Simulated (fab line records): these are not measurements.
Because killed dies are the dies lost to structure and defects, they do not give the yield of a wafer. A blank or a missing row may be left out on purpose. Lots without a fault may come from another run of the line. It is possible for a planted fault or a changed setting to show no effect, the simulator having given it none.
fab line records | flow nand-harc
[record] lots = 6 | wafers = 18 | last-day = 33
route steps=1302 shown A_M1@1200 A_BONDPAD@1202 END@1302
lots untouched by any fault: they come from a run of this same line in which no faults occurred
start-h: hours from the record's first day to the start of the lot's first wafer shown | wait-h: hours since the lot's step before | " unchanged from the row above | L1.1+2: a row that stands for several wafers | - value missing, or start not given | * or withheld: withheld | < > ~ a bound
route shown NAME@n: a module of which the file shows steps, and the number in the route of the first | usual: mean and standard deviation over wafers with no fault | same: alike in all rows | chamber/n: place in a boat | sites: the reading at each site | _std_site: standard deviation across them | _edge_site: inner sites' mean taken away from outer sites' mean | radius-mm: for every site, how far away it sits from the centre of the wafer | mask NAME#n: copy n | behind: the last tool/chamber to shape the wafer | hold: what put the lot on hold/how long, in hours/how the hold closed | device: which transistor (n, p or np) failed to switch | end of line: at the end of the route, the tests of the same wafers | where a step has no rows: the recipe by itself | killed: at the first sort, the dies lost to defects and structure; wafer yield is something else | map: shows each die of a wafer: x if killed, . if not, _ if none is there
set.NAME: the setting the step ran with; set.NAME@STEP: the setting that earlier step ran with | model.NAME: the simulator's own value behind a step, which no gauge read
lots at some steps of the route; a table a step, a row a wafer
services: from which hour (start-h, from the record's first day; less than 0 if before it) a tool's chamber was out of use, for how many hours, and why
[[steps]]
[step NHARC_A_M1_PRE_CLEAN_32]
[recipe] time-s = 12 | temp-c = 370 | rf-power-w = 300 | gas = NH3
[usual] heater-power-w = 657/81
lot.wafer | tool     | chamber | start-h | wait-h | heater-power-w
L668.3    | pecvd-03 | 2       | 545.54  | 0.1    | 675
L668.5    | "        | 1       | "       | "      | 608
L668.6    | "        | 2       | "       | "      | 669
L669.2    | pecvd-04 | 0       | 569.58  | 0.1    | 661
L669.3    | "        | 1       | "       | "      | 615
L669.5    | "        | 2       | "       | "      | 727
L680.2    | pecvd-03 | 1       | 680.74  | 0.1    | 668
L680.4    | "        | 0       | "       | "      | 794
L680.5    | "        | 1       | "       | "      | 651
L682.2    | pecvd-04 | 0       | 689.08  | 0.1    | 557
L682.3    | "        | 1       | "       | "      | 645
L682.5    | "        | 2       | "       | "      | 674
L687.1    | pecvd-03 | 2       | 744.33  | 0.1    | 645
L687.3    | "        | 0       | "       | "      | 756
L687.5    | "        | 1       | "       | "      | 543
L686.5    | pecvd-03 | 0       | 761.31  | 0.1    | 782
L686.4    | "        | 1       | "       | "      | 679
L686.6    | "        | 2       | "       | "      | 671
[step NHARC_A_M1_DEP_33]
[recipe] target-thk-a = 300 | temp-c = 370 | target-thk-nm = 30 | pressure-torr = 3 | flow-sccm = 200 | rf-w = 450 | material = SiCN
[usual] heater-power-w = 605/75
lot.wafer | tool     | chamber | start-h | wait-h | heater-power-w
L668.3    | pecvd-03 | 2       | 545.65  | 0.1    | 579
L668.5    | "        | 1       | "       | "      | 558
L668.6    | "        | 2       | "       | "      | 595
L669.2    | pecvd-04 | 0       | 569.66  | 0.1    | 572
L669.3    | "        | 1       | "       | "      | 499
L669.5    | "        | 2       | "       | "      | 604
L680.2    | pecvd-03 | 1       | 680.85  | 0.1    | 621
L680.4    | "        | 0       | "       | "      | 734
L680.5    | "        | 1       | "       | "      | 640
L682.2    | pecvd-04 | 0       | 689.16  | 0.1    | 615
L682.3    | "        | 1       | "       | "      | 596
L682.5    | "        | 2       | "       | "      | 611
L687.1    | pecvd-03 | 2       | 744.44  | 0.1    | 569
L687.3    | "        | 0       | "       | "      | 739
L687.5    | "        | 1       | "       | "      | 605
L686.5    | pecvd-03 | 0       | 761.47  | 0.2    | 736
L686.4    | "        | 1       | "       | "      | 616
L686.6    | "        | 2       | "       | "      | 545
[step NHARC_A_BONDPAD_DEP_00]
[recipe] target-thk-a = 2500 | temp-c = 370 | target-thk-nm = 250 | pressure-torr = 3 | flow-sccm = 200 | rf-w = 450 | material = SiCN
[usual] heater-power-w = 597/61
lot.wafer | tool     | chamber | start-h | wait-h | heater-power-w
L668.3    | pecvd-03 | 1       | -       | -      | 592
L668.5    | "        | 0       | "       | "      | 721
L668.6    | "        | 2       | "       | "      | 626
L669.2    | pecvd-01 | 0       | 570.21  | -      | 628
L669.3    | "        | 1       | "       | "      | 586
L669.5    | "        | 0       | "       | "      | 631
L680.2    | pecvd-04 | 1       | 681.58  | -      | 600
L680.5    | "        | 2       | "       | "      | 646
L680.4    | "        | 1       | "       | "      | 598
L682.3    | pecvd-01 | 0       | 689.71  | -      | 614
L682.2    | "        | 2       | "       | "      | 483
L682.5    | "        | 0       | "       | "      | 631
L687.1    | pecvd-03 | 1       | -       | -      | 614
L687.3    | "        | 2       | "       | "      | 553
L687.5    | "        | 0       | "       | "      | 683
L686.5    | pecvd-04 | 0       | 762.03  | -      | 589
L686.4    | "        | 1       | "       | "      | 536
L686.6    | "        | 2       | "       | "      | 584
[step NHARC_A_BONDPAD_CMP_29]
[recipe] target-thk-nm = 200 | material = SiCN
[usual] motor-current-A = 12.0/1.4 | retaining-ring-pressure-frac = 1.000/0.0046
lot.wafer | tool   | chamber | start-h | wait-h | motor-current-A | retaining-ring-pressure-frac
L668.3    | cmp-02 | 2       | 546.59  | -      | 13.2            | 0.998
L668.6    | "      | 1       | "       | "      | 10.7            | 0.997
L668.5    | "      | 2       | "       | "      | 13.2            | 0.993
L669.3    | cmp-03 | 2       | 570.62  | -      | 12.4            | 1.001
L669.2    | "      | 3       | "       | "      | 11.6            | 0.994
L669.5    | "      | 3       | "       | "      | 11.0            | 1.011
L680.4    | cmp-04 | 2       | 681.89  | -      | 10.7            | 0.997
L680.2    | "      | 3       | "       | "      | 10.2            | 1.006
L680.5    | "      | 2       | "       | "      | 10.7            | 0.999
L682.3    | cmp-02 | 3       | 690.12  | -      | 13.0            | 1.001
L682.2    | "      | 0       | "       | "      | 11.9            | 0.997
L682.5    | "      | 0       | "       | "      | 12.1            | 1.001
L687.1    | cmp-02 | 2       | 745.36  | -      | 13.1            | 0.994
L687.3    | "      | 0       | "       | "      | 12.0            | 1.004
L687.5    | "      | 2       | "       | "      | 13.9            | 0.999
L686.4    | cmp-04 | 2       | 762.30  | -      | 10.9            | 1.002
L686.6    | "      | 2       | "       | "      | 10.7            | 1.002
L686.5    | "      | 3       | "       | "      | 10.4            | 0.989
[step NHARC_A_BONDPAD_THK_MEAS_30]
[recipe] thk-meas-gauge = ellipsometry
[usual] thk-nm = 200.4/1.4
lot.wafer | tool          | chamber | start-h | wait-h | thk-nm
L668.3    | film-metro-01 | -       | 546.82  | 0.2    | 201.3
L668.5    | "             | -       | "       | "      | 203.2
L668.6    | "             | -       | "       | "      | 201.6
L669.2    | film-metro-01 | -       | 570.87  | 0.2    | 199.7
L669.3    | "             | -       | "       | "      | 201.1
L669.5    | "             | -       | "       | "      | 200.6
L680.2    | film-metro-01 | -       | 682.14  | 0.2    | 201.0
L680.4    | "             | -       | "       | "      | 199.7
L680.5    | "             | -       | "       | "      | 198.7
L682.2    | film-metro-01 | -       | 690.37  | 0.2    | 199.5
L682.3    | "             | -       | "       | "      | 202.4
L682.5    | "             | -       | "       | "      | 199.5
L687.1    | film-metro-01 | -       | 745.61  | 0.2    | 201.7
L687.3    | "             | -       | "       | "      | 199.8
L687.5    | "             | -       | "       | "      | 201.0
L686.4    | film-metro-01 | -       | 762.56  | 0.2    | 200.1
L686.5    | "             | -       | "       | "      | 201.2
L686.6    | "             | -       | "       | "      | 201.1
[step NHARC_A_BONDPAD_SRD_31]
[step NHARC_A_BONDPAD_DEHYDRATE_01]
[recipe] temp-c = 150 | time-s = 120
[step NHARC_A_BONDPAD_HMDS_02]
[recipe] time-s = 30
[step NHARC_A_BONDPAD_COAT_33]
[recipe] temp-c = 200 | time-s = 65
[step NHARC_A_BONDPAD_COAT_03]
[recipe] spin-rpm = 2000 | resist-thk-nm = 600
[step NHARC_A_BONDPAD_SOFTBAKE_04]
[recipe] temp-c = 125 | time-s = 70
[step NHARC_A_BONDPAD_EBR_05]
[step NHARC_A_BONDPAD_EXPOSE_06]
[recipe] na = 0.55 | dose-mj = 36.99 | mask-id = A_BPAD
[usual] exposure-dose-mJ-cm2 = 36.99/0.031 | reticle-temp-C = 23.00/0.11
lot.wafer | tool           | chamber | start-h | wait-h | mask     | exposure-dose-mJ-cm2 | reticle-temp-C
L668.3    | krf-scanner-04 | 0       | 547.12  | -      | A_BPAD#0 | 37.01                | 23.19
L668.5    | "              | 0       | "       | "      | A_BPAD#0 | 37.03                | 22.95
L668.6    | "              | 0       | "       | "      | A_BPAD#0 | 36.99                | 23.02
L669.2    | krf-scanner-02 | 0       | 571.29  | -      | A_BPAD#0 | 36.96                | 23.13
L669.3    | "              | 0       | "       | "      | A_BPAD#0 | 36.96                | 22.93
L669.5    | "              | 0       | "       | "      | A_BPAD#0 | 37.01                | 22.99
L680.2    | krf-scanner-02 | 0       | 682.45  | -      | A_BPAD#0 | 23.35                | 22.97
L680.4    | "              | 0       | "       | "      | A_BPAD#0 | 23.32                | 23.14
L680.5    | "              | 0       | "       | "      | A_BPAD#0 | 23.35                | 23.09
L682.2    | krf-scanner-02 | 0       | 690.66  | -      | A_BPAD#0 | 26.03                | 22.80
L682.3    | "              | 0       | "       | "      | A_BPAD#0 | 26.07                | 22.99
L682.5    | "              | 0       | "       | "      | A_BPAD#0 | 26.05                | 22.80
L687.1    | krf-scanner-01 | 0       | 746.02  | -      | A_BPAD#0 | 36.96                | 23.28
L687.3    | "              | 0       | "       | "      | A_BPAD#0 | 37.05                | 23.17
L687.5    | "              | 0       | "       | "      | A_BPAD#0 | 37.02                | 23.18
L686.4    | krf-scanner-04 | 0       | 762.99  | -      | A_BPAD#0 | 37.01                | 22.93
L686.5    | "              | 0       | "       | "      | A_BPAD#0 | 37.07                | 23.01
L686.6    | "              | 0       | "       | "      | A_BPAD#0 | 37.01                | 22.99
[step NHARC_A_BONDPAD_PEB_07]
[recipe] peb-temp-c = 128 | peb-time-s = 80
[step NHARC_A_BONDPAD_DEVELOP_08]
[recipe] time-s = 50 | dev-temp-c = 22
[step NHARC_A_BONDPAD_CD_MEAS_09]
[recipe] target-cd-nm = 500 | landing-energy-ev = 500
[usual] cd-nm = 499.9/1.3
lot.wafer | tool      | chamber | start-h | wait-h | cd-nm
L668.3    | cd-sem-02 | 0       | 547.26  | -      | 499.4
L668.5    | "         | 0       | "       | "      | 499.4
L668.6    | "         | 0       | "       | "      | 499.5
L669.2    | cd-sem-02 | 0       | 571.44  | -      | 498.6
L669.3    | "         | 0       | "       | "      | 501.3
L669.5    | "         | 0       | "       | "      | 497.7
L680.2    | cd-sem-02 | 0       | 682.60  | -      | 487.9
L680.4    | "         | 0       | "       | "      | 487.7
L680.5    | "         | 0       | "       | "      | 490.1
L682.2    | cd-sem-03 | 0       | 690.81  | -      | 492.6
L682.3    | "         | 0       | "       | "      | 492.5
L682.5    | "         | 0       | "       | "      | 490.9
L687.1    | cd-sem-02 | 0       | 746.17  | -      | 498.2
L687.3    | "         | 0       | "       | "      | 497.1
L687.5    | "         | 0       | "       | "      | 495.7
L686.4    | cd-sem-01 | 0       | 763.13  | -      | 501.3
L686.5    | "         | 0       | "       | "      | 499.4
L686.6    | "         | 0       | "       | "      | 500.6
[step NHARC_A_BONDPAD_OVL_MEAS_35]
[usual] overlay-x-nm = -1/5.2 | overlay-y-nm = 0/6.2
lot.wafer | tool       | chamber | start-h | wait-h | overlay-x-nm | overlay-y-nm
L668.3    | overlay-02 | -       | 547.35  | -      | -1           | 0
L668.5    | "          | -       | "       | "      | -2           | 1
L668.6    | "          | -       | "       | "      | -2           | 1
L669.2    | overlay-02 | -       | 571.53  | -      | 5            | 7
L669.3    | "          | -       | "       | "      | 5            | 7
L669.5    | "          | -       | "       | "      | 6            | 7
L680.2    | overlay-01 | -       | 682.69  | -      | -8           | 4
L680.4    | "          | -       | "       | "      | -8           | 4
L680.5    | "          | -       | "       | "      | -8           | 4
L682.2    | overlay-02 | -       | 690.89  | -      | 4            | 2
L682.3    | "          | -       | "       | "      | 4            | 1
L682.5    | "          | -       | "       | "      | 4            | 2
L687.1    | overlay-02 | -       | 746.26  | -      | 2            | -10
L687.3    | "          | -       | "       | "      | 2            | -11
L687.5    | "          | -       | "       | "      | 2            | -11
L686.4    | overlay-02 | -       | 763.21  | -      | 3            | -6
L686.5    | "          | -       | "       | "      | 2            | -5
L686.6    | "          | -       | "       | "      | 3            | -6
[step NHARC_END_SORT_01]
[recipe] temp-c = 25
[usual] defect-limited-yield = 91.8/2.3 | killed-at-array = 51/16 | killed-at-other = 0.6/0.88 | killed-at-periphery = 4.0/2.6 | killed-dies = 55/16 | killed-open = 3.5/1.9 | killed-short = 2.3/1.6 | sort_bin_2_pct = 2.9/1.1 | sort_bin_3_pct = 0.6/0.41 | sort_bin_4_pct = 4.6/1.3 | sort-n-pass = 622/16 | sort-rim-yield-pct = 93/3.2 | sort-yield-pct = 91.8/2.3
[same] gross-dies = 677 | sort_bin_5_pct[%] = 0 | sort_bin_6_pct[%] = 0 | sort_bin_7_pct[%] = 0 | sort_bin_8_pct[%] = 0 | sort-rim-n-gross = 106.00
lot.wafer | tool      | chamber | start-h | wait-h | defect-limited-yield[%] | killed-at-array | killed-at-other | killed-at-periphery | killed-dies | killed-open | killed-short | sort_bin_2_pct[%] | sort_bin_3_pct[%] | sort_bin_4_pct[%] | sort-n-pass | sort-rim-yield-pct[%] | sort-yield-pct[%]
L682.2    | prober-02 | 0       | 724.04  | 2.8    | 96.0                    | 26              | 1               | 0                   | 27          | 1           | 3            | 2.1               | 0                 | 1.9               | 650         | 96                    | 96.0
L682.3    | prober-02 | 0       | 724.85  | 3.1    | 96.0                    | 24              | 1               | 2                   | 27          | 3           | 1            | 1.5               | 0.1               | 2.4               | 650         | 97                    | 96.0
L682.5    | prober-02 | 0       | 726.45  | 3.7    | 95.1                    | 29              | 3               | 1                   | 33          | 2           | 3            | 1.2               | 0.7               | 3.0               | 644         | 94                    | 95.1
// killed by level:class
L682.2 A_CHANNEL_HOLE_D1:chamber-film-flake=12 A_CONTACT:chamber-film-flake=6 A_STAIRCASE:chamber-film-flake=2 A_CHANNEL_HOLE_D1:geometric-particle:short=1 A_WL_FILL:geometric-particle:short=1 A_M0:geometric-particle:short=1 STARTING-WAFER:geometric-particle:open=1 A_CHANNEL_FILL_D1:chamber-film-flake=1
L682.3 A_CHANNEL_HOLE_D1:chamber-film-flake=11 A_SLIT:chamber-film-flake=5 P_STI:chamber-film-flake=2 A_ONON_D1:geometric-particle:open=1 A_DECK1_JOINT:geometric-particle:short=1 A_DECK1_JOINT:geometric-particle:open=1 A_WL_FILL:geometric-particle:open=1 A_ZERO_WELL:chamber-film-flake=1
L682.5 A_CHANNEL_HOLE_D1:chamber-film-flake=11 A_SLIT:chamber-film-flake=8 THIN_TSV:chamber-film-flake=3 A_CONTACT:chamber-film-flake=2 A_ONON_D1:geometric-particle:open=1 A_CHANNEL_FILL_D1:geometric-particle:short=1 A_CHANNEL_FILL_D1:geometric-particle:open=1 A_WL_FILL:geometric-particle:short=1
[[services]]
tool           | chamber | start-h | hours | kind
krf-scanner-04 | -       | 526.00  | 4.0   | pm
cmp-02         | -       | 530.21  | 4.0   | pm
cmp-02         | -       | 538.56  | 2.1   | repair
pecvd-01       | 0       | 543.82  | 6.2   | repair
pecvd-03       | -       | 547.04  | 13.0  | pm
cmp-04         | -       | 601.13  | 4.0   | pm
krf-scanner-04 | -       | 604.01  | 3.1   | repair
krf-scanner-02 | -       | 612.67  | 4.0   | pm
cmp-02         | -       | 620.19  | 0.8   | repair
krf-scanner-02 | -       | 622.92  | 3.5   | repair
pecvd-03       | 1       | 623.09  | 16.5  | repair
krf-scanner-04 | -       | 626.65  | 2.2   | repair
cmp-02         | -       | 628.21  | 4.0   | pm
pecvd-04       | -       | 631.28  | 13.0  | pm
pecvd-01       | 2       | 632.91  | 8.4   | repair
cmp-04         | -       | 642.33  | 1.6   | repair
krf-scanner-04 | -       | 649.71  | 0.5   | repair
pecvd-03       | 1       | 658.53  | 1.7   | repair
pecvd-01       | -       | 673.04  | 13.0  | pm
cmp-02         | -       | 717.33  | 0.6   | repair
cmp-02         | -       | 726.21  | 4.0   | pm
pecvd-03       | -       | 728.04  | 13.0  | pm
pecvd-04       | 0       | 735.12  | 8.1   | repair
cmp-02         | -       | 744.78  | 0.3   | repair
[[key]]
[first-sign] step = NHARC_A_BONDPAD_EXPOSE_06 | reading = exposure-dose-mJ-cm2 | direction = down | sigmas = 99+ | usual = 36.99 | struck = 24.70
[effect] step = NHARC_A_BONDPAD_CD_MEAS_09 | reading = cd-nm | direction = down | sigmas = 7.3 | usual = 499.9 | struck = 490.3 | through = control-loop
met-at NHARC_A_BONDPAD_EXPOSE_06
struck-wafers L680.2,L680.4,L680.5,L682.2,L682.3,L682.5
[loop-trim] step = NHARC_A_BONDPAD_EXPOSE_06 | setting = dose | lots = L682
onset-between 571.29 682.45
[fault] kind = process-parameter-drift | tool = krf-scanner-02 | chamber = - | onset-h = 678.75 | steps = NHARC_A_BONDPAD_EXPOSE_06 | channel = dose-mj | offset = -13.656 | shape = step | acts-in = these-recipes-only | stated = 36.99
// loop-trim: a control loop set the setting to another value than it would have without faults
